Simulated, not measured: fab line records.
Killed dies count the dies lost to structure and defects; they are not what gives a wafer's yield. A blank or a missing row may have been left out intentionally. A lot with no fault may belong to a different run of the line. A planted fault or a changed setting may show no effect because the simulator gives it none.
A struck lot beside a sound one :: flow nand harc :: 15 steps out of a route of 1159
Sound: the wafers L471.3, L471.4, L471.5. Struck: wafers L460.2, L460.4, L460.6. The cause is given at the end.
Each step with rows lists, per side, the tool, then ch with its chambers, then its first start. Under that, the readings that differ: sound wafers :: struck wafers :: difference of the means :: sigmas: that difference in standard deviations of wafers without a fault.
alike: words and numbers the same on both sides, and readings whose means are apart by under 2 such deviations; not compared: readings that were withheld, readings missing a value for some wafer, numbers with overlapping values and no deviation given by the record, and bounds like >300 which may hide the same value.
Wherever a step has rows on one side only, a row that says differs or no value, or a row with sigmas, the two part there. Non-overlapping numbers with no deviation appear without sigmas and do not part them. Lack of a reading on every wafer of one side parts them only where that side has two or more wafers.

first, 5 steps without rows for these wafers: NHARC_P_M1_SOFTBAKE_04 (time 55 s); NHARC_P_M1_EBR_05; NHARC_P_M1_EXPOSE_06 (exposes mask P M1, target cd 130 nm); NHARC_P_M1_PEB_07 (peb time 65 s); NHARC_P_M1_DEVELOP_08 (develop time 35 s).
NHARC_P_M1_CD_MEAS_09: the cd target is 130 nm.
  sound on cd sem-01 ch 0, day 11 11:05; struck on cd sem-02 ch 0, day 9 13:33
  alike: cd nm
NHARC_P_M1_OVL_MEAS_10: pitch 260 nm.
  sound on overlay-01, day 11 11:10; struck on overlay-01, day 9 13:38
  alike: overlay x nm, overlay y nm
NHARC_P_M1_INSPECT_11:
  sound on defect inspect-01, day 11 11:12; struck on defect inspect-02, day 9 13:41
  alike: raw defect count
NHARC_P_M1_DESCUM_14: chemistry O2, time 3 s.
  sound on rie diel-02 ch 0,1,2, day 11 11:17; struck on rie diel-02 ch 0,2,3, day 9 13:46
  alike: drypump motor current A, oes product au, rf vpp V, showerhead plenum p Torr, throttle valve pct
  not compared: rf hours counter h
NHARC_P_M1_ETCH_35: etches the open film in N2/H2, target depth 40 nm, overetch 12 nm, time 43.94 s.
  sound on rie diel-02 ch 2,3, day 11 11:22; struck on rie diel-02 ch 1,3, day 9 13:49
  alike: drypump motor current A, h2 flow sccm, oes product au, rf vpp V, showerhead plenum p Torr, throttle valve pct
  not compared: rf hours counter h
NHARC_P_M1_ETCH_15: etches the open film in C4F8/Ar, target depth 182.5 nm, time 91.2 s.
  sound on rie diel-02 ch 0,1,3; struck on rie diel-02 ch 0,1
  alike: oes product au, rf vpp V
  not compared: rf hours counter h
NHARC_P_M1_CD_MEAS_16:
  sound on cd sem-02, day 11 11:35; struck on cd sem-01, day 9 14:03
  alike: cd nm
NHARC_P_M1_STRIP_18: strips in N2/H2.
  sound on rie diel-13 ch 1,3, day 11 11:41; struck on rie diel-13 ch 0,1,3, day 9 14:07
  no value came back on the struck wafers for any of 9 readings (bias w (W), chamber pressure mTorr (mTorr) and others); on the sound wafers bias w (W) reads 0 0 0
  not compared: rf hours counter h
NHARC_P_M1_ETCH_28: etches the open film in CF4/N2, target depth 30 nm, time 72.99 s.
  sound on rie diel-13 ch 0,1,2; struck on rie diel-13 ch 0,1,2, day 9 14:22
  alike: drypump motor current A, oes product au, rf vpp V, showerhead plenum p Torr, throttle valve pct
  not compared: rf hours counter h
-- the record jumps here: 19 days lie between the struck wafers' starts before and after (it left off in module P_M1 and takes up again in module END, whose first step shown is number 1159 of the route) --
NHARC_END_SORT_01:
  sound on prober-02 ch 0, day 28 15:40; struck on prober-02 ch 0, day 28 07:02
reading: hold
sound: - - -
struck: await dispo/4.8h/scrap await dispo/4.8h/scrap await dispo/4.8h/scrap
difference: no value on the sound wafers
sigmas: 

reading: defect limited yield (%)
sound: 97.0 96.9 97.2
struck: 5.5 3.8 5.2
difference: -92.2
sigmas: -54

reading: killed at periphery
sound: 2 1 3
struck: 601 612 601
difference: +603
sigmas: +99 or more

reading: killed dies
sound: 20 21 19
struck: 640 651 642
difference: +624
sigmas: +52

reading: sort_bin_2_pct (%)
sound: 1.2 0.6 0.9
struck: 89.5 91.4 91.3
difference: +89.8
sigmas: +99 or more

reading: sort n pass
sound: 657 656 658
struck: 37 26 35
difference: -624
sigmas: -52

reading: sort rim yield pct (%)
sound: 98.1 97.2 99.1
struck: 20.8 0 23.6
difference: -83.3
sigmas: -42

reading: sort yield pct (%)
sound: 97.0 96.9 97.2
struck: 5.5 3.8 5.2
difference: -92.2
sigmas: -54
  alike: killed at array, killed at other, killed open, killed short, sort_bin_3_pct, sort_bin_4_pct

WHERE THEY PART
First at NHARC_P_M1_STRIP_18; last, within this record, at NHARC_END_SORT_01.

WHY: whatever the simulator had introduced
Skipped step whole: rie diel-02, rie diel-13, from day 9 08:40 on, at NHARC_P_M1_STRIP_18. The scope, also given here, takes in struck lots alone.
